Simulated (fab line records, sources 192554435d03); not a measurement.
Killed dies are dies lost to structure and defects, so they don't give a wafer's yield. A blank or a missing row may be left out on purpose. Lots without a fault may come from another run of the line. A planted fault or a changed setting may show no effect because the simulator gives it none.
Which tool did it? | flow n5_finfet | 24 lots, 72 wafers sampled, at 5 steps of a route of 1938

WHAT THE GAUGES READ, wafer by wafer
N5_BEOL_M10_INSPECT_13: inspects for defects (brightfield).
lot  | measured     | on                | raw_defect_count
L074 | day 10 17:58 | defect_inspect-01 | 594 566 505
L075 | day 11 06:08 | defect_inspect-02 | 380 258 219
L076 | day 11 08:27 | defect_inspect-01 | 406 452 394
L077 | day 11 19:22 | defect_inspect-02 | 347 324 370
L079 | day 11 19:50 | defect_inspect-01 | 529 295 572
L078 | day 11 21:17 | defect_inspect-02 | 336 326 296
L080 | day 12 01:02 | defect_inspect-02 | 373 334 390
L081 | day 12 06:08 | defect_inspect-01 | 410 572 401
L083 | day 12 23:42 | defect_inspect-02 | 393 381 262
L082 | day 13 02:35 | defect_inspect-01 | 468 647 441
L084 | day 13 08:47 | defect_inspect-01 | 472 460 472
L086 | day 13 18:13 | defect_inspect-01 | 386 414 351
L087 | day 14 02:52 | defect_inspect-02 | 510 380 318
L085 | day 14 06:37 | defect_inspect-01 | 348 411 427
L088 | day 14 06:50 | defect_inspect-01 | 267 368 332
L090 | day 15 00:45 | defect_inspect-02 | 388 476 427
L091 | day 15 10:06 | defect_inspect-01 | 335 414 437
L089 | day 15 10:35 | defect_inspect-01 | 455 480 381
L093 | day 15 17:01 | defect_inspect-01 | 400 500 454
L092 | day 16 03:42 | defect_inspect-01 | 319 408 288
L096 | day 16 03:53 | defect_inspect-02 | 702 415 412
L094 | day 16 07:07 | defect_inspect-01 | 342 397 402
L095 | day 16 07:44 | defect_inspect-01 | 249 237 331
L097 | day 17 11:14 | defect_inspect-02 | 383 346 372

N5_BEOL_M11_INSPECT_13: inspects for defects (brightfield).
lot  | measured     | on                | raw_defect_count
L074 | day 11 01:56 | defect_inspect-01 | 333 356 309
L075 | day 11 19:29 | defect_inspect-02 | 361 413 311
L076 | day 11 19:04 | defect_inspect-02 | 723 543 518
L077 | day 12 02:44 | defect_inspect-01 | 582 521 479
L079 | day 12 04:00 | defect_inspect-01 | 355 368 512
L078 | day 12 06:11 | defect_inspect-02 | 433 434 602
L080 | day 12 06:32 | defect_inspect-02 | 683 441 368
L081 | day 12 14:34 | defect_inspect-02 | 538 411 452
L083 | day 13 08:43 | defect_inspect-01 | 433 504 489
L082 | day 13 14:42 | defect_inspect-02 | 320 351 352
L084 | day 13 18:31 | defect_inspect-02 | 310 417 374
L086 | day 14 03:01 | defect_inspect-01 | 409 569 540
L087 | day 14 11:09 | defect_inspect-01 | 384 291 416
L085 | day 14 18:32 | defect_inspect-02 | 433 463 394
L088 | day 14 18:23 | defect_inspect-02 | 360 344 429
L090 | day 15 08:08 | defect_inspect-01 | 774 651 475
L091 | day 15 16:47 | defect_inspect-01 | 402 558 414
L089 | day 15 19:31 | defect_inspect-02 | 348 355 291
L093 | day 16 03:02 | defect_inspect-01 | 491 373 513
L092 | day 16 11:21 | defect_inspect-02 | 315 499 365
L096 | day 16 10:28 | defect_inspect-01 | 441 384 492
L094 | day 16 16:09 | defect_inspect-01 | 479 531 490
L095 | day 16 16:13 | defect_inspect-02 | 651 386 334
L097 | day 17 20:12 | defect_inspect-01 | 491 340 336

WHICH TOOL RAN EACH LOT (tool, then ch and the chambers of the sampled wafers, then the start)
lot  | N5_BEOL_M9_DEGAS_44          | N5_BEOL_M9_PRE_CLEAN_45      | N5_BEOL_M10_DESCUM_33
L074 | pvd_sputter-01, day 10 13:10 | pvd_sputter-01, day 10 13:12 | rie_diel-02 ch 1,2, day 10 19:25
L075 | pvd_sputter-01, day 11 01:45 | pvd_sputter-01, day 11 01:47 | rie_diel-05 ch 0,1, day 11 11:13
L076 | pvd_sputter-03, day 11 04:58 | pvd_sputter-03, day 11 05:01 | rie_diel-02 ch 0,1, day 11 10:50
L077 | pvd_sputter-03, day 11 12:27 | pvd_sputter-03, day 11 12:29 | rie_diel-05 ch 0,2, day 11 20:19
L079 | pvd_sputter-02, day 11 15:02 | pvd_sputter-02, day 11 15:04 | rie_diel-02 ch 0,1,3, day 11 23:44
L078 | pvd_sputter-03, day 11 17:43 | pvd_sputter-03, day 11 17:46 | rie_diel-05 ch 0,3, day 12 00:08
L080 | pvd_sputter-01, day 11 19:23 | pvd_sputter-01, day 11 19:26 | rie_diel-05 ch 0,1,2, day 12 01:55
L081 | pvd_sputter-02, day 12 00:49 | pvd_sputter-02, day 12 00:52 | rie_diel-05 ch 1,2,3, day 12 07:10
L083 | pvd_sputter-01, day 12 19:24 | pvd_sputter-01, day 12 19:27 | rie_diel-06 ch 0,1,3, day 13 01:10
L082 | pvd_sputter-03, day 12 22:59 | pvd_sputter-03, day 12 23:02 | rie_diel-02 ch 1,2, day 13 04:05
L084 | pvd_sputter-03, day 13 04:58 | pvd_sputter-03, day 13 05:00 | rie_diel-06 ch 0,2, day 13 12:50
L086 | pvd_sputter-02, day 13 14:04 | pvd_sputter-02, day 13 14:07 | rie_diel-02 ch 1,2,3, day 13 21:46
L087 | pvd_sputter-02, day 13 23:00 | pvd_sputter-02, day 13 23:02 | rie_diel-02 ch 1,2,3, day 14 05:08
L085 | pvd_sputter-02, day 13 23:36 | pvd_sputter-02, day 13 23:38 | rie_diel-02 ch 0,1,2, day 14 08:10
L088 | pvd_sputter-03, day 14 02:08 | pvd_sputter-03, day 14 02:10 | rie_diel-06 ch 0,3, day 14 07:55
L090 | pvd_sputter-02, day 14 21:22 | pvd_sputter-02, day 14 21:25 | rie_diel-06 ch 1,2,3, day 15 03:05
L091 | pvd_sputter-01, day 15 06:16 | pvd_sputter-01, day 15 06:18 | rie_diel-02 ch 0,1,3, day 15 11:13
L089 | pvd_sputter-03, day 15 06:35 | pvd_sputter-03, day 15 06:38 | rie_diel-02 ch 0,1,3, day 15 13:12
L093 | pvd_sputter-03, day 15 12:38 | pvd_sputter-03, day 15 12:40 | rie_diel-02 ch 0,1,3, day 15 17:59
L092 | pvd_sputter-01, day 15 23:43 | pvd_sputter-01, day 15 23:46 | rie_diel-02 ch 0,2, day 16 05:48
L096 | pvd_sputter-03, day 15 23:47 | pvd_sputter-03, day 15 23:50 | rie_diel-06 ch 0,3, day 16 05:46
L094 | pvd_sputter-01, day 16 00:48 | pvd_sputter-01, day 16 00:50 | rie_diel-06 ch 1,2,3, day 16 08:44
L095 | pvd_sputter-01, day 16 03:07 | pvd_sputter-01, day 16 03:10 | rie_diel-05 ch 0,2, day 16 08:56
L097 | pvd_sputter-01, day 17 05:30 | pvd_sputter-01, day 17 05:32 | rie_diel-06 ch 1,3, day 17 14:34
- N5_BEOL_M9_DEGAS_44: time 60 s.
- N5_BEOL_M9_PRE_CLEAN_45: time 30 s.
- N5_BEOL_M10_DESCUM_33: chemistry O2, time 7.9 s.

WHAT THE TOOLS THEMSELVES READ (means of the sampled wafers that have a number; where no wafer has one, the mark that the record gives instead)
N5_BEOL_M9_DEGAS_44.
lot  | tool           | heater_power_w (W)
L074 | pvd_sputter-01 | 389
L075 | pvd_sputter-01 | 345
L076 | pvd_sputter-03 | 325
L077 | pvd_sputter-03 | 321
L079 | pvd_sputter-02 | 340
L078 | pvd_sputter-03 | 321
L080 | pvd_sputter-01 | 350
L081 | pvd_sputter-02 | 322
L083 | pvd_sputter-01 | 341
L082 | pvd_sputter-03 | 331
L084 | pvd_sputter-03 | 330
L086 | pvd_sputter-02 | 304
L087 | pvd_sputter-02 | 308
L085 | pvd_sputter-02 | 346
L088 | pvd_sputter-03 | 317
L090 | pvd_sputter-02 | 342
L091 | pvd_sputter-01 | 367
L089 | pvd_sputter-03 | 331
L093 | pvd_sputter-03 | 328
L092 | pvd_sputter-01 | 343
L096 | pvd_sputter-03 | 324
L094 | pvd_sputter-01 | 367
L095 | pvd_sputter-01 | 354
L097 | pvd_sputter-01 | 349

N5_BEOL_M9_PRE_CLEAN_45.
lot  | tool           | heater_power_w (W)
L074 | pvd_sputter-01 | 390
L075 | pvd_sputter-01 | 340
L076 | pvd_sputter-03 | 326
L077 | pvd_sputter-03 | 316
L079 | pvd_sputter-02 | 338
L078 | pvd_sputter-03 | 322
L080 | pvd_sputter-01 | 354
L081 | pvd_sputter-02 | 327
L083 | pvd_sputter-01 | 346
L082 | pvd_sputter-03 | 327
L084 | pvd_sputter-03 | 331
L086 | pvd_sputter-02 | 305
L087 | pvd_sputter-02 | 308
L085 | pvd_sputter-02 | 350
L088 | pvd_sputter-03 | 315
L090 | pvd_sputter-02 | 345
L091 | pvd_sputter-01 | 362
L089 | pvd_sputter-03 | 325
L093 | pvd_sputter-03 | 330
L092 | pvd_sputter-01 | 345
L096 | pvd_sputter-03 | 329
L094 | pvd_sputter-01 | 367
L095 | pvd_sputter-01 | 350
L097 | pvd_sputter-01 | 351

N5_BEOL_M10_DESCUM_33.
lot  | tool        | chamber_pressure_mTorr (mTorr) | drypump_motor_current_A (A) | oes_product_au (a.u.) | rf_vpp_V (V) | showerhead_plenum_p_Torr (Torr) | temp_c (C) | throttle_valve_pct (%)
L074 | rie_diel-02 | 20.003                         | 5.5                         | 0.73                  | 243.4        | 2.13                            | 40.05      | 20.7
L075 | rie_diel-05 | 20.013                         | 5.8                         | 0.74                  | 243.7        | 2.00                            | 40.08      | 20.1
L076 | rie_diel-02 | 19.993                         | 6.0                         | 0.69                  | 243.0        | 2.15                            | 39.99      | 21.0
L077 | rie_diel-05 | 20.004                         | 6.2                         | 0.78                  | 241.2        | 1.99                            | 39.91      | 20.2
L079 | rie_diel-02 | 20.002                         | 5.7                         | 0.77                  | 242.7        | 2.14                            | 40.00      | 20.9
L078 | rie_diel-05 | 20.004                         | 5.8                         | 0.91                  | 242.3        | 2.10                            | 39.94      | 20.2
L080 | rie_diel-05 | 19.986                         | 5.7                         | 0.76                  | 242.9        | 2.03                            | 39.97      | 20.2
L081 | rie_diel-05 | 19.996                         | 5.5                         | 0.82                  | 242.6        | 2.09                            | 39.91      | 20.2
L083 | rie_diel-06 | 20.003                         | 5.5                         | 0.79                  | 243.7        | 2.09                            | 39.86      | 20.2
L082 | rie_diel-02 | 20.000                         | 5.5                         | 0.70                  | 242.7        | 2.12                            | 40.06      | 20.8
L084 | rie_diel-06 | 19.999                         | 5.3                         | 0.77                  | 244.5        | 2.13                            | 40.14      | 20.5
L086 | rie_diel-02 | 19.994                         | 5.4                         | 0.75                  | 243.3        | 2.13                            | 39.93      | 20.8
L087 | rie_diel-02 | 20.001                         | 5.4                         | 0.75                  | 244.0        | 2.13                            | 40.01      | 20.8
L085 | rie_diel-02 | 20.016                         | 5.7                         | 0.77                  | 243.7        | 2.14                            | 40.03      | 20.8
L088 | rie_diel-06 | 20.013                         | 5.1                         | 0.76                  | 243.3        | 2.09                            | 40.14      | 20.3
L090 | rie_diel-06 | 19.988                         | 5.5                         | 0.83                  | 244.5        | 2.09                            | 39.84      | 20.2
L091 | rie_diel-02 | 20.000                         | 5.7                         | 0.81                  | 244.2        | 2.13                            | 40.05      | 20.8
L089 | rie_diel-02 | 20.013                         | 5.8                         | 0.81                  | 243.7        | 2.13                            | 39.95      | 20.8
L093 | rie_diel-02 | 20.017                         | 5.8                         | 0.81                  | 243.4        | 2.13                            | 39.97      | 20.8
L092 | rie_diel-02 | 19.993                         | 5.8                         | 0.91                  | 243.9        | 2.15                            | 40.01      | 20.6
L096 | rie_diel-06 | 19.996                         | 5.0                         | 0.78                  | 242.2        | 2.06                            | 40.09      | 20.2
L094 | rie_diel-06 | 20.006                         | 5.5                         | 0.83                  | 242.9        | 2.09                            | 40.00      | 20.2
L095 | rie_diel-05 | 19.998                         | 6.0                         | 0.76                  | 241.8        | 2.00                            | 39.98      | 20.3
L097 | rie_diel-06 | 19.994                         | 5.9                         | 0.79                  | 243.2        | 2.08                            | 40.04      | 20.1

THE ANSWER, worked out from the rows above alone
Rule: what is usual is taken from the lots themselves. Put in order of their means at a reading, lots are off if they are a third of the lots or fewer, leave a main group of 4 or more, and stand apart from it by a gap of 3 or more times the standard deviation of the main group's means; of several such gaps the widest counts. A main group whose means are all the same, to the digits that the tables above print for the reading, isn't used. A lot without any number at a reading at which 4 lots or more have one is off too. The other lots that the step has rows for count as sound. The gauges are gone through in route order, then the tools' own readings, and for those a lot's mean is taken as printed above. The first step at which some lot is off is used, and at that step the reading that is off furthest; a lot without a number counts as furthest.
No lot is off at any reading shown: from this, nothing can be told.

WHAT THE SIMULATOR HAD PUT IN
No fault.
